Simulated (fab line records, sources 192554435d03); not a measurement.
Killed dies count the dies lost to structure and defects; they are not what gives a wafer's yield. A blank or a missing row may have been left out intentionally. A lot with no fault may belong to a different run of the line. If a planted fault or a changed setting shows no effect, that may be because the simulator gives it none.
Split-lot study :: flow n5-finfet :: on a route of 1938 steps: 7 lots, 39 wafers read

== THE SPLIT ==
At N5_ZERO_LAYER_PECVD_02 (deposits SiO2 from SiH4/N2O, target thk 10 nm, time 6 s), the setting time-s was moved away from the recipe's 6 s on 12 of the 39 wafers read, by -57.6% to +46.8%. All remaining wafers had this setting at the recipe value.

The split's own step is where the reading is taken.

== THE READING ==
SiO2_of_ZERO_LAYER_PECVD_02.thk-nm (the simulator's own value, which no gauge read), in nm, at N5_ZERO_LAYER_PECVD_02 (deposits SiO2 from SiH4/N2O, target thk 10 nm, time 6 s). The file does not state a usual value for it. Average 9.938 nm, standard deviation 0.13 nm, over the 27 wafers here run with the recipe.

wafer: L074.1
tool, chamber at the split: pecvd-04, 2
time-s as run, s: 8.805
against the recipe: +46.8%
SiO2_of_ZERO_LAYER_PECVD_02.thk-nm, nm: 14.65
against lot-mates on the recipe: +4.776

wafer: L074.2
tool, chamber at the split: pecvd-04, 0
time-s as run, s: 6
against the recipe: recipe
SiO2_of_ZERO_LAYER_PECVD_02.thk-nm, nm: 9.778
against lot-mates on the recipe: -

wafer: L074.3
tool, chamber at the split: pecvd-04, 1
time-s as run, s: 8.805
against the recipe: +46.8%
SiO2_of_ZERO_LAYER_PECVD_02.thk-nm, nm: 14.37
against lot-mates on the recipe: +4.496

wafer: L074.4
tool, chamber at the split: pecvd-04, 1
time-s as run, s: 6
against the recipe: recipe
SiO2_of_ZERO_LAYER_PECVD_02.thk-nm, nm: 9.881
against lot-mates on the recipe: -

wafer: L074.5
tool, chamber at the split: pecvd-04, 2
time-s as run, s: 6
against the recipe: recipe
SiO2_of_ZERO_LAYER_PECVD_02.thk-nm, nm: 9.963
against lot-mates on the recipe: -

wafer: L074.6
tool, chamber at the split: pecvd-04, 0
time-s as run, s: 8.805
against the recipe: +46.8%
SiO2_of_ZERO_LAYER_PECVD_02.thk-nm, nm: 14.64
against lot-mates on the recipe: +4.766

wafer: L077.1
tool, chamber at the split: pecvd-04, 2
time-s as run, s: 6
against the recipe: recipe
SiO2_of_ZERO_LAYER_PECVD_02.thk-nm, nm: 9.952
against lot-mates on the recipe: -

wafer: L077.2
tool, chamber at the split: pecvd-04, 1
time-s as run, s: 6
against the recipe: recipe
SiO2_of_ZERO_LAYER_PECVD_02.thk-nm, nm: 9.779
against lot-mates on the recipe: -

wafer: L077.3
tool, chamber at the split: pecvd-04, 0
time-s as run, s: 6
against the recipe: recipe
SiO2_of_ZERO_LAYER_PECVD_02.thk-nm, nm: 9.656
against lot-mates on the recipe: -

wafer: L077.4
tool, chamber at the split: pecvd-04, 1
time-s as run, s: 6
against the recipe: recipe
SiO2_of_ZERO_LAYER_PECVD_02.thk-nm, nm: 10.01
against lot-mates on the recipe: -

wafer: L077.5
tool, chamber at the split: pecvd-04, 2
time-s as run, s: 6
against the recipe: recipe
SiO2_of_ZERO_LAYER_PECVD_02.thk-nm, nm: 10.06
against lot-mates on the recipe: -

wafer: L077.6
tool, chamber at the split: pecvd-04, 0
time-s as run, s: 6
against the recipe: recipe
SiO2_of_ZERO_LAYER_PECVD_02.thk-nm, nm: 9.85
against lot-mates on the recipe: -

wafer: L079.1
tool, chamber at the split: pecvd-04, 2
time-s as run, s: 6
against the recipe: recipe
SiO2_of_ZERO_LAYER_PECVD_02.thk-nm, nm: 10.14
against lot-mates on the recipe: -

wafer: L079.2
tool, chamber at the split: pecvd-04, 0
time-s as run, s: 6
against the recipe: recipe
SiO2_of_ZERO_LAYER_PECVD_02.thk-nm, nm: 9.826
against lot-mates on the recipe: -

wafer: L079.3
tool, chamber at the split: pecvd-04, 1
time-s as run, s: 2.541
against the recipe: -57.6%
SiO2_of_ZERO_LAYER_PECVD_02.thk-nm, nm: 3.959
against lot-mates on the recipe: -5.985

wafer: L079.4
tool, chamber at the split: pecvd-04, 0
time-s as run, s: 6
against the recipe: recipe
SiO2_of_ZERO_LAYER_PECVD_02.thk-nm, nm: 9.865
against lot-mates on the recipe: -

wafer: L079.5
tool, chamber at the split: pecvd-04, 2
time-s as run, s: 2.541
against the recipe: -57.6%
SiO2_of_ZERO_LAYER_PECVD_02.thk-nm, nm: 4.274
against lot-mates on the recipe: -5.670

wafer: L079.6
tool, chamber at the split: pecvd-04, 1
time-s as run, s: 2.541
against the recipe: -57.6%
SiO2_of_ZERO_LAYER_PECVD_02.thk-nm, nm: 4.294
against lot-mates on the recipe: -5.650

wafer: L081.1
tool, chamber at the split: pecvd-04, 2
time-s as run, s: 6
against the recipe: recipe
SiO2_of_ZERO_LAYER_PECVD_02.thk-nm, nm: 10.01
against lot-mates on the recipe: -

wafer: L081.2
tool, chamber at the split: pecvd-04, 0
time-s as run, s: 6
against the recipe: recipe
SiO2_of_ZERO_LAYER_PECVD_02.thk-nm, nm: 9.894
against lot-mates on the recipe: -

wafer: L081.4
tool, chamber at the split: pecvd-04, 1
time-s as run, s: 6
against the recipe: recipe
SiO2_of_ZERO_LAYER_PECVD_02.thk-nm, nm: 9.979
against lot-mates on the recipe: -

wafer: L083.1
tool, chamber at the split: pecvd-01, 1
time-s as run, s: 6
against the recipe: recipe
SiO2_of_ZERO_LAYER_PECVD_02.thk-nm, nm: 10.05
against lot-mates on the recipe: -

wafer: L083.2
tool, chamber at the split: pecvd-01, 0
time-s as run, s: 6
against the recipe: recipe
SiO2_of_ZERO_LAYER_PECVD_02.thk-nm, nm: 9.933
against lot-mates on the recipe: -

wafer: L083.3
tool, chamber at the split: pecvd-01, 2
time-s as run, s: 6
against the recipe: recipe
SiO2_of_ZERO_LAYER_PECVD_02.thk-nm, nm: 9.765
against lot-mates on the recipe: -

wafer: L083.4
tool, chamber at the split: pecvd-01, 2
time-s as run, s: 6
against the recipe: recipe
SiO2_of_ZERO_LAYER_PECVD_02.thk-nm, nm: 9.719
against lot-mates on the recipe: -

wafer: L083.5
tool, chamber at the split: pecvd-01, 0
time-s as run, s: 6
against the recipe: recipe
SiO2_of_ZERO_LAYER_PECVD_02.thk-nm, nm: 10.01
against lot-mates on the recipe: -

wafer: L083.6
tool, chamber at the split: pecvd-01, 1
time-s as run, s: 6
against the recipe: recipe
SiO2_of_ZERO_LAYER_PECVD_02.thk-nm, nm: 9.944
against lot-mates on the recipe: -

wafer: L091.1
tool, chamber at the split: pecvd-04, 1
time-s as run, s: 6
against the recipe: recipe
SiO2_of_ZERO_LAYER_PECVD_02.thk-nm, nm: 10.07
against lot-mates on the recipe: -

wafer: L091.2
tool, chamber at the split: pecvd-04, 0
time-s as run, s: 6
against the recipe: recipe
SiO2_of_ZERO_LAYER_PECVD_02.thk-nm, nm: 9.908
against lot-mates on the recipe: -

wafer: L091.3
tool, chamber at the split: pecvd-04, 2
time-s as run, s: 8.189
against the recipe: +36.5%
SiO2_of_ZERO_LAYER_PECVD_02.thk-nm, nm: 13.58
against lot-mates on the recipe: +3.587

wafer: L091.4
tool, chamber at the split: pecvd-04, 2
time-s as run, s: 8.189
against the recipe: +36.5%
SiO2_of_ZERO_LAYER_PECVD_02.thk-nm, nm: 13.85
against lot-mates on the recipe: +3.857

wafer: L091.5
tool, chamber at the split: pecvd-04, 0
time-s as run, s: 6
against the recipe: recipe
SiO2_of_ZERO_LAYER_PECVD_02.thk-nm, nm: 10
against lot-mates on the recipe: -

wafer: L091.6
tool, chamber at the split: pecvd-04, 1
time-s as run, s: 8.189
against the recipe: +36.5%
SiO2_of_ZERO_LAYER_PECVD_02.thk-nm, nm: 13.8
against lot-mates on the recipe: +3.807

wafer: L092.1
tool, chamber at the split: pecvd-02, 2
time-s as run, s: 6.92
against the recipe: +15.3%
SiO2_of_ZERO_LAYER_PECVD_02.thk-nm, nm: 11.61
against lot-mates on the recipe: +1.517

wafer: L092.2
tool, chamber at the split: pecvd-02, 1
time-s as run, s: 6
against the recipe: recipe
SiO2_of_ZERO_LAYER_PECVD_02.thk-nm, nm: 10.1
against lot-mates on the recipe: -

wafer: L092.3
tool, chamber at the split: pecvd-02, 0
time-s as run, s: 6.92
against the recipe: +15.3%
SiO2_of_ZERO_LAYER_PECVD_02.thk-nm, nm: 11.55
against lot-mates on the recipe: +1.457

wafer: L092.4
tool, chamber at the split: pecvd-02, 2
time-s as run, s: 6
against the recipe: recipe
SiO2_of_ZERO_LAYER_PECVD_02.thk-nm, nm: 10.04
against lot-mates on the recipe: -

wafer: L092.5
tool, chamber at the split: pecvd-02, 0
time-s as run, s: 6
against the recipe: recipe
SiO2_of_ZERO_LAYER_PECVD_02.thk-nm, nm: 10.14
against lot-mates on the recipe: -

wafer: L092.6
tool, chamber at the split: pecvd-02, 1
time-s as run, s: 6.92
against the recipe: +15.3%
SiO2_of_ZERO_LAYER_PECVD_02.thk-nm, nm: 11.84
against lot-mates on the recipe: +1.747

FIT RESULTS
A straight line over all 39 wafers: SiO2_of_ZERO_LAYER_PECVD_02.thk-nm changes by +0.101 nm for each +1% of time-s; r = +1.00; the points scatter about the line by 0.15 nm.
The same after taking each lot's own level away (the mean of its wafers on the recipe; 39 wafers): +0.101 nm for each +1%; r = +1.00; scatter 0.12 nm.
On that fit, the largest move of time-s shifts the reading by 5.8 nm.
The span of the lots' own levels, 9.8740 to 10.0933 nm, comes to 1.7 times the standard deviation stated above.
The two slopes are in agreement: the lot-to-lot level therefore moves the slope only a little.
Check: -5.74 nm against its lot-mates is what the line predicts for one of the wafers moved furthest among these (-57.6%) when that wafer is left out of the fit. It came out at -5.98 nm against them.

== THE FILE'S OWN FIT ==
SiO2_of_ZERO_LAYER_PECVD_02.thk-nm changes by +0.101 nm for each +1% of time-s, r = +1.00.
